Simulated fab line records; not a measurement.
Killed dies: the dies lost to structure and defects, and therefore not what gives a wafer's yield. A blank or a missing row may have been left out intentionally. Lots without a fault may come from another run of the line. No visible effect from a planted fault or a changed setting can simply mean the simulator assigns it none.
Comparing a struck lot with a sound one	flow n5-finfet	20 out of 1938 route steps
Sound: wafers L888.2, L888.3, L888.5. Struck: wafer L886.4 (left out: L886.3, L886.5 of the same lot, which were not struck); the cause appears at the end.
For every step that has rows: the tool of each side, followed by ch and its chambers, followed by its first start. Under that, the readings that differ: sound wafers	struck wafers	difference of the means	sigmas: that difference in standard deviations of wafers without a fault.
alike: readings with means less than 2 such deviations apart, plus words and numbers identical on both sides. not compared: withheld readings, readings lacking a value on some wafer, bounds such as >300 that could conceal the same value, and numbers that have no deviation in the record and whose values overlap.
The two part at a step that has a row with sigmas, a row that says differs or no value, or rows on one side only. When numbers do not overlap yet have no deviation, they are printed without sigmas and do not part them. A reading missing from all wafers of one side parts the sides only when that side holds two or more wafers.

first, 7 steps without rows for these wafers: N5_BEOL_M13_COAT_22 (resist thk 300 nm); N5_BEOL_M13_EBR_24; N5_BEOL_M13_SOFTBAKE_23 (time 60 s); N5_BEOL_M13_EXPOSE_25 (exposes mask M13, target cd 210 nm); N5_BEOL_M13_PEB_26 (peb time 90 s); N5_BEOL_M13_DEVELOP_27 (develop time 45 s); N5_BEOL_M13_HARDBAKE_32 (time 120 s).
N5_BEOL_M13_CD_MEAS_28: the cd target is 209.5 nm.
  sound on cd-sem-02 ch 0, day 18 07:37; struck on cd-sem-03 ch 0, day 17 23:36
  alike: cd-nm
N5_BEOL_M13_OVL_MEAS_29:
  sound on overlay-01 ch 0, day 18 07:39; struck on overlay-02 ch 0, day 17 23:38
  alike: M13_OVL
N5_BEOL_M13_INSPECT_30: inspects for defects (macro).
  sound on defect-inspect-01 at day 18 07:40; struck on defect-inspect-01 at day 17 23:39
  alike: raw-defect-count
N5_BEOL_M13_DESCUM_33: chemistry O2, time 7.9 s.
  sound on rie-diel-05 ch 0,1,3, day 18 07:42; struck on rie-diel-06 ch 0, day 17 23:46
reading	sound	struck	difference	sigmas
oes-product-au (a.u.)	0.84 0.90 0.92	0.70	-0.19	-2
  alike: chamber-pressure-mTorr, drypump-motor-current-A, rf-vpp-V, showerhead-plenum-p-Torr, throttle-valve-pct
  not compared: rf-hours-counter-h
N5_BEOL_M13_ETCH_67: etches SiARC in CF4, target depth 143 nm, time 238.3 s.
  sound on rie-diel-05 ch 0,1,3, day 18 07:44; struck on rie-diel-06 ch 0, day 17 23:48
reading	sound	struck	difference	sigmas
throttle-valve-pct (%)	15.6 15.3 15.0	16.0	+0.7	+2
  alike: chamber-pressure-mTorr, drypump-motor-current-A, etch-rf-on-time-s, oes-product-au, rf-vpp-V, showerhead-plenum-p-Torr
  not compared: rf-hours-counter-h
N5_BEOL_M13_ETCH_68: etches SOC in N2/H2, time 355 s.
  sound on rie-diel-05 ch 0,1,3, day 18 07:53; struck on rie-diel-06 ch 0, day 17 23:57
reading	sound	struck	difference	sigmas
model.SiARC_of_BEOL_M13_COAT_66.thk-nm (nm)	76.6 77 76.6	64	-13	
model.BEOL_M13.cd-nm (nm)	209.4 208.2 211.4	216.6	+6.9	
  alike: chamber-pressure-mTorr, drypump-motor-current-A, oes-product-au, rf-vpp-V, showerhead-plenum-p-Torr, throttle-valve-pct
  not compared: rf-hours-counter-h
then, 1 step without rows for these wafers: N5_BEOL_M13_STRIP_69 (strips in N2/H2).
N5_BEOL_M13_TRENCH_ETCH_34: etches SiOC in C4F8/O2/Ar, target depth 413.47 nm, time 162.6 s.
  sound on rie-diel-05 ch 0,1,3, day 18 08:07; struck on rie-diel-06 ch 0, day 18 00:10
reading	sound	struck	difference	sigmas
oes-product-au (a.u.)	0.85 0.90 0.92	0.71	-0.18	-2
rf-vpp-V (V)	664 668 664	657	-8	-2
  alike: chamber-pressure-mTorr, drypump-motor-current-A, he-inner-torr, showerhead-plenum-p-Torr, throttle-valve-pct
  not compared: rf-hours-counter-h
then, 1 step without rows for these wafers: N5_BEOL_M13_STRIP_70 (strips in C4F8/O2/Ar).
N5_BEOL_M13_OCD_MEAS_35:
  sound on ocd-02 at day 18 08:17; struck on ocd-02 at day 18 00:21
  alike: trench-depth-nm
N5_BEOL_M13_STRIP_37: strips in N2/H2.
  sound on plasma-asher-02 ch 0,1, day 18 08:19; struck on plasma-asher-01 ch 1, day 18 00:25
  alike: drypump-motor-current-A, heater-power-w, oes-product-au
  not compared: rf-hours-counter-h
N5_BEOL_M13_ETCH_38: etches SiCN in CF4/N2, target depth 67.5 nm, time 71.9 s.
  sound on rie-diel-06 ch 0,1, day 18 08:41; struck on rie-diel-06 ch 2, day 18 00:48
reading	sound	struck	difference	sigmas
rf-vpp-V (V)	381.5 375.8 377.8	384.6	+6.2	+2
model.BEOL_M13.cd-nm (nm)	209.4 208.2 211.2	216.6	+7.0	
  alike: chamber-pressure-mTorr, drypump-motor-current-A, oes-product-au, showerhead-plenum-p-Torr, throttle-valve-pct
  not compared: rf-hours-counter-h
then, 1 step without rows for these wafers: N5_BEOL_M13_PRECLEAN_39 (cleans in residue remover, time 60 s).

== WHERE THEY PART ==
Last at N5_BEOL_M13_ETCH_38 as far as this record goes, first at N5_BEOL_M13_DESCUM_33.

WHY: the cause the simulator had injected
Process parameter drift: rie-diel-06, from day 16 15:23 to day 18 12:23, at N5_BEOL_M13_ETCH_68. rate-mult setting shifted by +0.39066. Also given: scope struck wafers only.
